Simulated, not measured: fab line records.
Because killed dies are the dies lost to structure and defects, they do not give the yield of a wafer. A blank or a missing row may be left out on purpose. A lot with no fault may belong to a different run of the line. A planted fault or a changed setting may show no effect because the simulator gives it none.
Matching of chambers || flow nand harc || NHARC_A_STAIRCASE_DESCUM_11 on rie diel-08: 4 sister chambers
The step chemistry O2, time 3 s. 4 wafers are shown with their chamber, then 9 later ones without.

EACH WAFER AND ITS CHAMBER
{"wafer": "L084.1", "chamber": 0, "showerhead plenum p Torr (Torr)": 1.92}
{"wafer": "L084.5", "chamber": 2, "showerhead plenum p Torr (Torr)": 1.95}
{"wafer": "L083.4", "chamber": 1, "showerhead plenum p Torr (Torr)": 1.85}
{"wafer": "L083.6", "chamber": 3, "showerhead plenum p Torr (Torr)": 1.82}

WAFERS WITH NO CHAMBER GIVEN
{"wafer": "L085.1", "showerhead plenum p Torr (Torr)": 1.82}
{"wafer": "L085.2", "showerhead plenum p Torr (Torr)": 1.95}
{"wafer": "L085.4", "showerhead plenum p Torr (Torr)": 1.91}
{"wafer": "L087.3", "showerhead plenum p Torr (Torr)": 1.85}
{"wafer": "L087.5", "showerhead plenum p Torr (Torr)": 1.82}
{"wafer": "L087.6", "showerhead plenum p Torr (Torr)": 1.94}
{"wafer": "L091.2", "showerhead plenum p Torr (Torr)": 1.85}
{"wafer": "L091.3", "showerhead plenum p Torr (Torr)": 1.91}
{"wafer": "L091.4", "showerhead plenum p Torr (Torr)": 1.94}

WHICH CHAMBER EACH ONE RAN IN
{"wafer": "L085.1", "from the rows above": 3, "in truth": 3}
{"wafer": "L085.2", "from the rows above": 2, "in truth": 2}
{"wafer": "L085.4", "from the rows above": 0, "in truth": 0}
{"wafer": "L087.3", "from the rows above": 1, "in truth": 1}
{"wafer": "L087.5", "from the rows above": 3, "in truth": 3}
{"wafer": "L087.6", "from the rows above": "can't be placed: 2 or 0", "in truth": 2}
{"wafer": "L091.2", "from the rows above": 1, "in truth": 1}
{"wafer": "L091.3", "from the rows above": 0, "in truth": 0}
{"wafer": "L091.4", "from the rows above": "can't be placed: 2 or 0", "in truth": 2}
7 of 9 placed correctly. Unplaceable from these rows: 2, with the true chamber sitting among the candidates in 2. 0 placed wrongly.
How it was worked out, from the rows above alone: a wafer's distance from a chamber is the root of the sum, over the readings, of the square of ((its reading less the chamber's mean) divided by the reading's scatter). If the next closest chamber is less than 2 further off than the closest, the wafer can't be placed; otherwise it belongs to the closest. Each chamber's mean is taken over the wafers shown for it. The scatter: with one shown wafer a chamber, the root of the mean of the squares of how far each hidden wafer lies from its nearest shown one.
